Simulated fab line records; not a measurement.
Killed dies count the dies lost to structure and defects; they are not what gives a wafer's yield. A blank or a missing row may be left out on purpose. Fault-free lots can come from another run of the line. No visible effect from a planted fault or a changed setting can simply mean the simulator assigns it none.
Split-lot trial    flow n5Finfet    on a route of 1938 steps: 7 lots, 21 wafers read

== ABOUT THE SPLIT ==
At N5_BEOL_M6_TRENCH_ETCH_37 (etches SiCOH lowk in C4F6/O2, target depth 94.435 nm, time 31.5 s), the setting timeS was moved away from the recipe's 31.5 s on 7 of the 21 wafers read, by -22.1% to -6.1%. All remaining wafers had this setting at the recipe value.

== FROM THE SPLIT TO THE READING: what the file shows between them, 11 steps ==
- N5_BEOL_M6_ETCH_41: etches SiCN in CH3F/O2, target depth 29.7 nm, time 52 s
- N5_BEOL_M6_STRIP_80: strips in N2/H2, time 10 s
- N5_BEOL_M6_OCD_MEAS_38
- N5_BEOL_M6_HM_STRIP_39: strips TiN in peroxide tin strip, target depth 25 nm, time 158 s
- N5_BEOL_M6_SRD_40: time 30 s
- N5_BEOL_M6_ECD_50: material Cu, target thk 300 nm
- N5_BEOL_M6_ANNEAL_51: time 90 s
- N5_BEOL_M6_CMP_52: polishes, stops on SiCOH lowk, t overpolish 6.9 s, target thk 80 nm
- N5_BEOL_M6_THK_MEAS_53: measures by xrf
- N5_BEOL_M6_PRE_CLEAN_55: time 15 s
- N5_BEOL_M6_DEP_56: deposits SiCN from 3MS/NH3, target thk 10 nm, time 17.5 s

== THE READING ==
At N5_BEOL_M6_RS_MEAS_57, a four-point-probe measurement gives M6_RS in ohm/sq. A value of 0.286 ohm/sq with a standard deviation of 0.0063 ohm/sq is what fault-free wafers of this fab line usually give.

wafer   tool, chamber at the split  timeS as run, s  against the recipe  M6_RS, ohm/sq  against lot-mates on the recipe
L074.2  rieDiel-02, 0               31.5             recipe              0.287          -
L074.3  rieDiel-02, 3               29.59            -6.1%               0.316          +0.029
L074.4  rieDiel-02, 3               31.5             recipe              0.287          -
L076.1  rieDiel-02, 1               31.5             recipe              0.282          -
L076.2  rieDiel-02, 0               31.5             recipe              0.284          -
L076.4  rieDiel-02, 0               25.86            -17.9%              0.375          +0.092
L081.1  rieDiel-06, 2               31.5             recipe              0.291          -
L081.2  rieDiel-06, 1               31.5             recipe              0.287          -
L081.4  rieDiel-06, 3               31.5             recipe              0.285          -
L083.3  rieDiel-02, 3               29.34            -6.9%               0.320          +0.031
L083.4  rieDiel-02, 3               29.34            -6.9%               0.307          +0.018
L083.6  rieDiel-02, 1               31.5             recipe              0.289          -
L086.2  rieDiel-06, 0               31.5             recipe              0.297          -
L086.4  rieDiel-06, 3               31.5             recipe              0.292          -
L086.5  rieDiel-06, 0               31.5             recipe              0.292          -
L088.1  rieDiel-02, 3               28.28            -10.2%              0.336          +0.062
L088.3  rieDiel-02, 0               31.5             recipe              0.272          -
L088.4  rieDiel-02, 1               31.5             recipe              0.276          -
L090.2  rieDiel-01, 2               24.53            -22.1%              0.389          +0.101
L090.3  rieDiel-01, 3               31.5             recipe              0.288          -
L090.5  rieDiel-01, 1               24.53            -22.1%              0.417          +0.129

FIT RESULTS
A straight line over all 21 wafers: M6_RS changes by -0.00514 ohm/sq for each +1% of timeS; r = -0.98; the points scatter about the line by 0.0079 ohm/sq.
The same after taking each lot's own level away (the mean of its wafers on the recipe; 21 wafers): -0.00518 ohm/sq for each +1%; r = -0.99; scatter 0.0067 ohm/sq.
That fit puts the effect of the largest move of timeS on the reading at 0.11 ohm/sq.
Across the lots, their own levels run from 0.2740 to 0.2937 ohm/sq, a range of 3.1 times the standard deviation given above.
Hence the lot-to-lot level has little effect on the slope; both slopes agree.
Check: for one of the wafers moved furthest among these (-22.1%), held out of the fit, the line's prediction against its lot-mates is +0.12 ohm/sq. Against them it came out at +0.101 ohm/sq.

== THE WHOLE CHAIN: every reading that the file lists as answering this split, in the file's order ==
step                       what it does                                                         reading                                                                      change (the file's fit)                r (the file's)
N5_BEOL_M6_TRENCH_ETCH_37  etches SiCOH lowk in C4F6/O2, target depth 94.435 nm, time 31.5 s    etch.depthNm (the simulator's own value, which no gauge read)                +0.946 nm for each +1% of the setting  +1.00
N5_BEOL_M6_TRENCH_ETCH_37  etches SiCOH lowk in C4F6/O2, target depth 94.435 nm, time 31.5 s    BEOL_M6.featureDepthNm (the simulator's own value, which no gauge read)      +0.945 nm for each +1% of the setting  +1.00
N5_BEOL_M6_OCD_MEAS_38                                                                          trenchDepthNm                                                                +0.934 nm for each +1% of the setting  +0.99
N5_BEOL_M6_CMP_52          polishes, stops on SiCOH lowk, t overpolish 6.9 s, target thk 80 nm  Cu_of_BEOL_M6_ECD_50.thkNm (the simulator's own value, which no gauge read)  +0.94 nm for each +1% of the setting   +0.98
N5_BEOL_M6_THK_MEAS_53     measures by xrf                                                      M6_THK                                                                       +0.929 for each +1% of the setting     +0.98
N5_BEOL_M6_RS_MEAS_57      measures by four-point-probe                                         M6_RS                                                                        -0.00516 for each +1% of the setting   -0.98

== THE FILE'S OWN FIT ==
M6_RS changes by -0.00516 ohm/sq for each +1% of timeS, r = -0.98.
